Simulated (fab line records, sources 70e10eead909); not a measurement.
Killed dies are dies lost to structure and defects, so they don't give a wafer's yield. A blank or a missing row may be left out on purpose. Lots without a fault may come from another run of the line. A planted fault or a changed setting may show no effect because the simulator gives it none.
fab line records | flow nand_harc
record lots=6 wafers=18 last_day=34
route steps=1302 shown A_BLC@1132 A_M0@1137
lots that met no fault: from a run of the same line without faults
start_h: hours from the record's first day to the start of the lot's first wafer shown | wait_h: hours since the lot's step before | " the same as in the row above | L1.1+2: a row that stands for several wafers | - no value, or no start given | * or withheld: withheld | < > ~ a bound
route shown NAME@n: a module of which the file shows steps, and the number in the route of the first | usual: mean/standard deviation of fault-free wafers | same: alike in all rows | chamber/n: place in a boat | sites: the reading at each site | _std_site: their standard deviation | _edge_site: outer sites' mean less inner sites' | radius_mm: how far each site lies from the wafer's centre | mask NAME#n: copy n | behind: the tool/chamber that last shaped the wafer | hold: why the lot was held/for how many hours/how that ended | device: the transistor (n, p or np) that didn't switch | end of line: the same wafers' tests at the end of the route | a step without rows: its recipe alone | killed: dies lost to structure and defects at the first sort, not the wafer's yield | map: a wafer's dies, x killed, . not, _ none there
set.NAME: the setting as run; set.NAME@STEP: as run at that earlier step | model.NAME: the simulator's own value behind a step, which no gauge read
lots at some steps of the route; a table a step, a row a wafer
services: from which hour (start_h, from the record's first day; less than 0 if before it) a tool's chamber was out of use, for how many hours, and why
## steps
# step NHARC_A_BLC_CVD_24
# recipe target_thk_a=1500 temp_c=300 pressure_torr=40 wf6_flow_sccm=40 h2_flow_sccm=1600 ar_flow_sccm=1560 time_s=434 material=W
# usual heater_power_w=471/32 throttle_valve_pct=8.2/0.33
# columns lot.wafer tool chamber start_h wait_h heater_power_w throttle_valve_pct
L540.2 cvd_w-02 0 - - 500 8.0
L540.5 " 0 " " 498 7.7
L540.6 " 1 " " 436 8.2
L542.1 cvd_w-02 0 - - 488 7.6
L542.4 " 0 " " 501 7.8
L542.6 " 1 " " 437 8.4
L554.1 cvd_w-02 1 - - 429 8.4
L554.2 " 0 " " 521 7.6
L554.3 " 1 " " 426 8.6
L558.3 cvd_w-02 0 - - 518 7.9
L558.4 " 1 " " 430 8.7
L558.6 " 0 " " 526 7.7
L555.3 cvd_w-01 1 - - 452 8.2
L555.5 " 1 " " 453 8.4
L555.6 " 0 " " 529 8.2
L557.1 cvd_w-01 1 - - 440 7.8
L557.4 " 0 " " 525 8.3
L557.6 " 0 " " 519 8.2
# step NHARC_A_BLC_CMP_25
# recipe t_overpolish_s=30 target_thk_nm=150
# usual motor_current_A=11.8/1.5 overpolish_run_s=30.000/0.01 retaining_ring_pressure_frac=1.001/0.0051 time_to_endpoint_s=30.1/2.3
# columns lot.wafer tool chamber start_h wait_h motor_current_A overpolish_run_s retaining_ring_pressure_frac time_to_endpoint_s
L540.2 cmp-04 0 560.50 0.5 13.6 29.990 1.001 29.1
L540.6 " 2 " " 11.5 29.994 1.004 29.3
L540.5 " 3 " " 12.5 29.984 0.999 35.2
L542.4 cmp-04 3 594.67 0.3 12.9 30.000 1.000 29.0
L542.1 " 1 " " 11.6 29.997 1.000 28.7
L542.6 " 0 " " 13.6 29.973 1.001 29.1
L554.2 cmp-03 1 709.87 0.4 11.7 30.008 0.999 32.8
L554.1 " 3 " " 14.0 30.026 1.002 32.9
L554.3 " 0 " " 13.1 30.010 0.995 32.8
L558.3 cmp-04 3 756.12 0.3 11.8 30.000 0.996 27.1
L558.4 " 1 " " 11.5 30.009 1.005 21.5
L558.6 " 2 " " 11.5 29.994 0.989 27.4
L555.3 cmp-01 0 760.81 0.4 11.5 29.993 0.998 30.7
L555.5 " 2 " " 8.9 30.012 1.004 30.6
L555.6 " 3 " " 12.6 29.989 1.004 30.1
L557.1 cmp-04 3 764.12 0.4 13.0 29.992 0.995 26.9
L557.4 " 1 " " 11.6 29.990 0.997 25.8
L557.6 " 2 " " 11.1 30.002 0.997 26.0
# step NHARC_A_BLC_SRD_27
# step NHARC_A_BLC_INSPECT_28
# usual raw_defect_count=556/150
# columns lot.wafer tool chamber start_h wait_h raw_defect_count
L540.2 defect_inspect-01 - 560.85 0.1 683
L540.5 " - " " 385
L540.6 " - " " 521
L542.1 defect_inspect-02 - 595.07 0.1 666
L542.4 " - " " 664
L542.6 " - " " 751
L554.1 defect_inspect-02 - 710.28 0.1 553
L554.2 " - " " 682
L554.3 " - " " 526
L558.3 defect_inspect-01 - 756.50 0.1 484
L558.4 " - " " 469
L558.6 " - " " 806
L555.3 defect_inspect-01 - 761.17 0.1 484
L555.5 " - " " 451
L555.6 " - " " 380
L557.1 defect_inspect-01 - 764.50 0.1 442
L557.4 " - " " 397
L557.6 " - " " 458
# step NHARC_A_M0_DEP_00
# recipe target_thk_a=1500 target_thk_nm=150 temp_c=withheld pressure_torr=5 flow_sccm=200 rf_w=600 material=SiOC
# step NHARC_A_M0_DEHYDRATE_01
# recipe temp_c=150 time_s=120
# step NHARC_A_M0_HMDS_02
# recipe time_s=30
# step NHARC_A_M0_COAT_33
# recipe temp_c=200 time_s=65
# step NHARC_A_M0_COAT_03
# recipe spin_rpm=1500 resist_thk_nm=90
# step NHARC_A_M0_SOFTBAKE_04
# recipe temp_c=105 time_s=55
# step NHARC_A_M0_EBR_05
# step NHARC_A_M0_EXPOSE_06
# recipe na=1.35 target_cd_nm=80 dose_mj=83.25 mask_id=A_M0
# usual exposure_dose_mJ_cm2=83.4/0.37 reticle_temp_C=23.00/0.11
# columns lot.wafer tool chamber start_h wait_h mask exposure_dose_mJ_cm2 reticle_temp_C model.A_M0.overlay_x_nm
L540.2 arfi_scanner-03 0 561.61 - A_M0#0 83.3 22.82 0.2042
L540.5 " 0 " " A_M0#0 83.1 23.13 0.2042
L540.6 " 0 " " A_M0#0 83.1 23.03 0.2042
L542.1 arfi_scanner-02 0 595.83 - A_M0#0 83.2 23.02 0.8568
L542.4 " 0 " " A_M0#0 83.2 22.89 0.8568
L542.6 " 0 " " A_M0#0 83.2 22.92 0.8568
L554.1 arfi_scanner-03 0 711.04 - A_M0#0 83.1 22.99 13.55
L554.2 " 0 " " A_M0#0 83.2 22.99 13.55
L554.3 " 0 " " A_M0#0 83.2 23.08 13.55
L558.3 arfi_scanner-02 0 757.27 - A_M0#0 83.4 23.04 0.5404
L558.4 " 0 " " A_M0#0 83.4 23.09 0.5404
L558.6 " 0 " " A_M0#0 83.4 23.27 0.5404
L555.3 arfi_scanner-01 0 761.94 - A_M0#0 83.9 23.16 0.5971
L555.5 " 0 " " A_M0#0 83.9 22.91 0.5971
L555.6 " 0 " " A_M0#0 83.8 23.15 0.5971
L557.1 arfi_scanner-03 0 765.26 - A_M0#0 83.3 22.95 13.46
L557.4 " 0 " " A_M0#0 83.3 23.03 13.46
L557.6 " 0 " " A_M0#0 83.3 23.00 13.46
# step NHARC_A_M0_PEB_07
# recipe peb_temp_c=100 peb_time_s=65
# step NHARC_A_M0_DEVELOP_08
# recipe develop_time_s=35 dev_temp_c=23
# step NHARC_A_M0_CD_MEAS_09
# recipe target_cd_nm=80 landing_energy_ev=500
# usual cd_nm=80.1/0.59
# columns lot.wafer tool chamber start_h wait_h cd_nm
L540.2 cd_sem-02 0 561.75 - 80.6
L540.5 " 0 " " 80.2
L540.6 " 0 " " 80.4
L542.1 cd_sem-01 0 595.97 - 80.1
L542.4 " 0 " " 80.2
L542.6 " 0 " " 79.8
L554.1 cd_sem-02 0 711.18 - 80.6
L554.2 " 0 " " 80.4
L554.3 " 0 " " 80.5
L558.3 cd_sem-01 0 757.41 - 79.9
L558.4 " 0 " " 79.5
L558.6 " 0 " " 80.3
L555.3 cd_sem-01 0 762.07 - 80.4
L555.5 " 0 " " 80.7
L555.6 " 0 " " 81.0
L557.1 cd_sem-01 0 765.39 - 80.2
L557.4 " 0 " " 80.4
L557.6 " 0 " " 79.7
# step NHARC_A_M0_OVL_MEAS_10
# recipe pitch_nm=160
# usual overlay_x_nm=0.0/0.71 overlay_y_nm=0.0/0.89
# columns lot.wafer tool chamber start_h wait_h overlay_x_nm overlay_y_nm
L540.2 overlay-01 - 561.83 - -0.1 0.9
L540.5 " - " " 0.4 1.1
L540.6 " - " " 0.1 1.0
L542.1 overlay-01 - 596.06 - 0.4 -0.4
L542.4 " - " " 1.0 -0.4
L542.6 " - " " 0.5 -0.4
L554.1 overlay-02 - 711.27 - 13.3 -1.5
L554.2 " - " " 13.8 -1.1
L554.3 " - " " 13.7 -0.8
L558.3 overlay-02 - 757.49 - 0.0 -1.1
L558.4 " - " " 0.5 -1.3
L558.6 " - " " 0.9 -0.8
L555.3 overlay-01 - 762.16 - 0.6 -0.2
L555.5 " - " " 0.4 -0.4
L555.6 " - " " 0.4 -0.8
L557.1 overlay-01 - 765.48 - 13.1 -0.7
L557.4 " - " " 13.4 -1.1
L557.6 " - " " 13.5 -0.8
# step NHARC_A_M0_INSPECT_11
# usual raw_defect_count=91/35
# columns lot.wafer tool chamber start_h wait_h raw_defect_count
L540.2 defect_inspect-01 - 575.55 13.7 96
L540.5 " - " " 103
L540.6 " - " " 106
L542.1 defect_inspect-02 - 596.09 0.0 171
L542.4 " - " " 160
L542.6 " - " " 155
L554.1 defect_inspect-01 - 711.30 0.0 109
L554.2 " - " " 122
L554.3 " - " " 106
L558.3 defect_inspect-01 - 757.53 0.0 89
L558.4 " - " " 71
L558.6 " - " " 66
L555.3 defect_inspect-02 - 762.19 0.0 48
L555.5 " - " " 54
L555.6 " - " " 51
L557.1 defect_inspect-01 - 765.52 0.0 65
L557.4 " - " " 70
L557.6 " - " " 70
## services
# columns tool chamber start_h hours kind
arfi_scanner-03 - 540.00 4.0 pm
cvd_w-01 - 547.00 13.0 pm
arfi_scanner-01 - 555.09 2.6 repair
cmp-03 - 555.61 4.0 pm
cvd_w-02 - 572.21 0.9 repair
cmp-01 - 577.77 4.0 pm
arfi_scanner-01 - 586.51 11.2 repair
arfi_scanner-01 - 597.74 4.0 pm
cmp-04 - 601.16 4.0 pm
cmp-01 - 602.49 2.0 repair
cmp-03 - 611.67 2.2 repair
cvd_w-02 - 631.00 13.0 pm
cmp-03 - 653.61 4.0 pm
arfi_scanner-02 - 656.00 4.0 pm
arfi_scanner-02 - 667.13 1.5 repair
cmp-01 - 675.77 4.0 pm
cvd_w-01 - 676.37 1.7 repair
arfi_scanner-02 - 684.14 1.1 repair
cvd_w-01 - 695.34 2.8 repair
cmp-04 - 699.16 4.0 pm
cvd_w-01 0 706.43 3.3 repair
arfi_scanner-03 - 712.00 4.0 pm
cvd_w-01 - 728.00 13.0 pm
arfi_scanner-03 - 746.12 9.5 repair
## key
first_sign step=NHARC_A_M0_OVL_MEAS_10 reading=overlay_x_nm direction=up sigmas=19 usual=0.0 struck=13.5
effect none on later readings
model_effect step=NHARC_A_M0_EXPOSE_06 value=A_M0.overlay_x_nm without=0.1977 struck=13.51
met_at NHARC_A_M0_EXPOSE_06
struck_wafers L554.1,L554.2,L554.3,L557.1,L557.4,L557.6
onset_between 561.61 711.04
fault kind=scanner_matching_overlay tool=arfi_scanner-03 chamber=- onset_h=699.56 steps=NHARC_A_M0_EXPOSE_06 offset=13.31
